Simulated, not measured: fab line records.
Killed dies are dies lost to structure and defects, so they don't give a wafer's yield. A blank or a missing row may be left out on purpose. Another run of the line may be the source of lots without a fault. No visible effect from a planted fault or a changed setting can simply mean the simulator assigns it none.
A struck lot beside a sound one ; flow nandHarc ; 26 out of 1302 route steps
Sound: wafers L710.1, L710.2, L710.4. Wafers struck: L712.1, L712.2, L712.5. The cause comes at the end.
Per side, at each step with rows, come the tool, then ch with its chambers, and then its first start. Under that, the readings that differ: sound wafers ; struck wafers ; difference of the means ; sigmas: that difference in standard deviations of wafers without a fault.
alike: a reading whose means differ by less than 2 such deviations, as well as words and numbers matching on both sides. not compared: withheld readings; readings where some wafer has no value; bounds like >300 that might hide an equal value; numbers whose values overlap and for which the record gives no deviation.
A row with sigmas, a row that says differs or no value, or rows on one side alone: a step with any of these is where the two part. When numbers do not overlap yet have no deviation, they are printed without sigmas and do not part them. Lack of a reading on every wafer of one side parts them only where that side has two or more wafers.

first, 3 steps without rows for these wafers: NHARC_P_GATE_EXPOSE_08 (exposes mask P HV); NHARC_P_GATE_PEB_09 (peb time 85 s); NHARC_P_GATE_DEVELOP_10 (time 70 s).
NHARC_P_GATE_CD_MEAS_11 targets a cd of 1640 nm.
  sound on cdSem-01 ch 0, day 7 07:50; struck on cdSem-02 ch 0, day 8 08:59
  alike: cdNm
then, 1 step without rows for these wafers: NHARC_P_GATE_HARDBAKE_12 (time 80 s).
NHARC_P_GATE_DESCUM_13: chemistry O2, time 3 s.
  sound on rieDiel-05 ch 1,2,3, day 7 08:00; struck on rieDiel-10 ch 0,1,3, day 8 09:09
  alike: drypumpMotorCurrentA, oesProductAu, rfVppV, showerheadPlenumPTorr, throttleValvePct
  not compared: rfHoursCounterH
then, 6 steps without rows for these wafers: NHARC_P_GATE_ETCH_14 (etches SiO2 in dHF, target depth 48.8 nm); NHARC_P_GATE_STRIP_15 (strips in SPM, time 780 s); NHARC_P_GATE_PRECLEAN_71 (cleans in SC1); NHARC_P_GATE_SRD_72; NHARC_P_GATE_OXIDE_16 (material SiO2, target thk 3 nm, ox time 392 s); NHARC_P_GATE_CVD_17 (deposits poly-Si, target thk 150 nm, time 900 s).
NHARC_P_GATE_HM_DEP_102: deposits aC, target thk 120 nm.
  sound on aclDep-03 ch 0, day 7 20:22; struck on aclDep-03 ch 0, day 9 06:06
  alike: throttleValvePct
NHARC_P_GATE_DEP_103: deposits SiON, target thk 30 nm.
  sound on pecvd-01 ch 0,1,2, day 7 21:03; struck on pecvd-02 ch 0,2, day 9 06:46
  alike: heaterPowerW
then, 8 steps without rows for these wafers: NHARC_P_GATE_DEHYDRATE_18 (time 120 s); NHARC_P_GATE_HMDS_19 (time 30 s); NHARC_P_GATE_COAT_20 (resist thk 90 nm); NHARC_P_GATE_SOFTBAKE_21 (time 55 s); NHARC_P_GATE_EBR_22; NHARC_P_GATE_EXPOSE_23 (exposes mask P GATE, target cd 120 nm); NHARC_P_GATE_PEB_24 (peb time 65 s); NHARC_P_GATE_DEVELOP_25 (develop time 35 s).
NHARC_P_GATE_CD_MEAS_26 targets a cd of 120 nm.
  sound on cdSem-02 ch 0, day 7 21:42; struck on cdSem-03 ch 0, day 9 07:27
  alike: cdNm
NHARC_P_GATE_OVL_MEAS_27:
  struck on overlay-02, day 9 07:32; sound on overlay-01, day 7 21:47
reading;sound;struck;difference;sigmas
overlayYNm (nm);-0.6 -0.8 -0.7;1.2 0.7 0.7;+1.6;+2
  alike: overlayXNm
NHARC_P_GATE_INSPECT_28:
  struck on defectInspect-01, day 9 07:45; sound on defectInspect-02, day 7 21:49
reading;sound;struck;difference;sigmas
rawDefectCount;11 5 6;910 961 892;+914;+99 or more
  not compared: hold
NHARC_END_SORT_01:
  the record has rows for the sound wafers here (prober-01 ch 0, day 27 17:01) and none for the struck ones

## WHERE THEY PART
Earliest at NHARC_P_GATE_OVL_MEAS_27; latest, in this record, at NHARC_END_SORT_01.

WHY: whatever the simulator had introduced
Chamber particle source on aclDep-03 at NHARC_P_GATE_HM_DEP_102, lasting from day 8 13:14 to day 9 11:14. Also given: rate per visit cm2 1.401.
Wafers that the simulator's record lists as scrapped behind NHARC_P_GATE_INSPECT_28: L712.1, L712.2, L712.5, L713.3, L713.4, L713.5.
